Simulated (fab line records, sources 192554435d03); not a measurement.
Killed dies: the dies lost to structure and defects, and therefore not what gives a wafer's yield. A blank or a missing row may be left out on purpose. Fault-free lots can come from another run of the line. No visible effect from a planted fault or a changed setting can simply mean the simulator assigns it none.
Split-lot experiment + flow n5-finfet + 7 lots, 21 wafers read, on a route of 1938 steps

## ABOUT THE SPLIT
At N5_BEOL_M1_COAT_68 (time 60 s, resist thk 12 nm), the setting spin-rpm was moved away from the recipe's 1500 rpm on 7 of the 21 wafers read, by -4.0% to +6.7%. The other wafers ran this setting at the recipe's value.

## FROM THE SPLIT TO THE READING: what the file shows between them, 4 steps
- N5_BEOL_M1_COAT_76: time 60 s, resist thk 5 nm
- N5_BEOL_M1_COAT_22: resist thk 30 nm
- N5_BEOL_M1_DESCUM_33: chemistry O2, time 7 s
- N5_BEOL_M1_ETCH_77: etches underlayer in N2/H2, target depth 6.5 nm, time 5.2 s

## THE READING
etch.depth-nm (the simulator's own value, which no gauge read), in nm, at N5_BEOL_M1_ETCH_69 (etches SiARC in CF4, target depth 15.6 nm, time 26 s). There is no usual value for it anywhere in the file. Here, 14 wafers ran the recipe; their average is 12.00 nm with a standard deviation of 0.03 nm.

| wafer  | tool, chamber at the split | spin-rpm as run, rpm | against the recipe | etch.depth-nm, nm | against lot-mates on the recipe |
|--------|----------------------------|----------------------|--------------------|-------------------|---------------------------------|
| L078.1 | litho-track-02, 0          | 1500                 | recipe             | 11.99             | -                               |
| L078.2 | litho-track-02, 0          | 1500                 | recipe             | 11.99             | -                               |
| L078.6 | litho-track-02, 0          | 1500                 | recipe             | 12                | -                               |
| L079.4 | litho-track-02, 0          | 1500                 | recipe             | 12                | -                               |
| L079.5 | litho-track-02, 0          | 1597                 | +6.5%              | 11.61             | -0.39                           |
| L079.6 | litho-track-02, 0          | 1597                 | +6.5%              | 11.61             | -0.39                           |
| L082.2 | litho-track-01, 0          | 1500                 | recipe             | 11.98             | -                               |
| L082.4 | litho-track-01, 0          | 1500                 | recipe             | 11.98             | -                               |
| L082.6 | litho-track-01, 0          | 1500                 | recipe             | 11.98             | -                               |
| L088.2 | litho-track-02, 0          | 1500                 | recipe             | 12                | -                               |
| L088.5 | litho-track-02, 0          | 1601                 | +6.7%              | 11.65             | -0.35                           |
| L088.6 | litho-track-02, 0          | 1500                 | recipe             | 12.01             | -                               |
| L090.2 | litho-track-01, 0          | 1500                 | recipe             | 11.96             | -                               |
| L090.3 | litho-track-01, 0          | 1500                 | recipe             | 11.97             | -                               |
| L090.6 | litho-track-01, 0          | 1447                 | -3.5%              | 12.19             | +0.22                           |
| L092.1 | litho-track-01, 0          | 1567                 | +4.5%              | 11.73             | -0.28                           |
| L092.5 | litho-track-01, 0          | 1500                 | recipe             | 12.01             | -                               |
| L092.6 | litho-track-01, 0          | 1567                 | +4.5%              | 11.7              | -0.31                           |
| L094.3 | litho-track-02, 0          | 1500                 | recipe             | 12.07             | -                               |
| L094.5 | litho-track-02, 0          | 1440                 | -4.0%              | 12.27             | +0.20                           |
| L094.6 | litho-track-02, 0          | 1500                 | recipe             | 12.06             | -                               |

THE FIT
A straight line over all 21 wafers: etch.depth-nm changes by -0.0593 nm for each +1% of spin-rpm; r = -0.99; the points scatter about the line by 0.031 nm.
The same after taking each lot's own level away (the mean of its wafers on the recipe; 21 wafers): -0.0589 nm for each +1%; r = -1.00; scatter 0.017 nm.
That fit puts the effect of the largest move of spin-rpm on the reading at 0.4 nm.
The lots' own levels span 11.965 to 12.065 nm, that is 3.3 times the standard deviation above.
The two slopes are in agreement: the lot-to-lot level therefore moves the slope only a little.
Check: -0.413 nm against its lot-mates is what the line predicts for one of the wafers moved furthest among these (+6.7%) when that wafer is left out of the fit. Against them it came out at -0.355 nm.

## FURTHER SPLITS ON THESE WAFERS
Note: prior to the reading, these wafers also went through further splits. Each is held against what the fit with the lots' levels taken away leaves over:
| other split on the same wafers         | wafers away from the commonest value | r with etch.depth-nm (lot level and that fit taken away) |
|----------------------------------------|--------------------------------------|----------------------------------------------------------|
| N5_MOL_CONTACT_COAG_ALD_133 ald-cycles | 5                                    | +0.34                                                    |
| N5_BEOL_M0_SAQP_EXPOSE_37 dose-mj      | 6                                    | -0.08                                                    |
| N5_BEOL_M1_ILD_DEP_00 time-s           | 6                                    | +0.21                                                    |
| N5_BEOL_M1_EXPOSE_08 dose-mj           | 6                                    | -0.40                                                    |
| N5_BEOL_M1_ETCH_74 bias-w              | 3                                    | -0.06                                                    |

## THE WHOLE CHAIN: every reading that the file lists as answering this split, in the file's order
| step               | what it does                                         | reading                                                                          | change (the file's fit)                | r (the file's) |
|--------------------|------------------------------------------------------|----------------------------------------------------------------------------------|----------------------------------------|----------------|
| N5_BEOL_M1_COAT_68 | time 60 s, resist thk 12 nm                          | SiARC_of_BEOL_M1_COAT_68.thk-nm (the simulator's own value, which no gauge read) | -0.0599 nm for each +1% of the setting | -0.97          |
| N5_BEOL_M1_ETCH_69 | etches SiARC in CF4, target depth 15.6 nm, time 26 s | etch.depth-nm (the simulator's own value, which no gauge read)                   | -0.0574 nm for each +1% of the setting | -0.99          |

## FILE'S OWN FIT
etch.depth-nm changes by -0.0574 nm for each +1% of spin-rpm, r = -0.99.
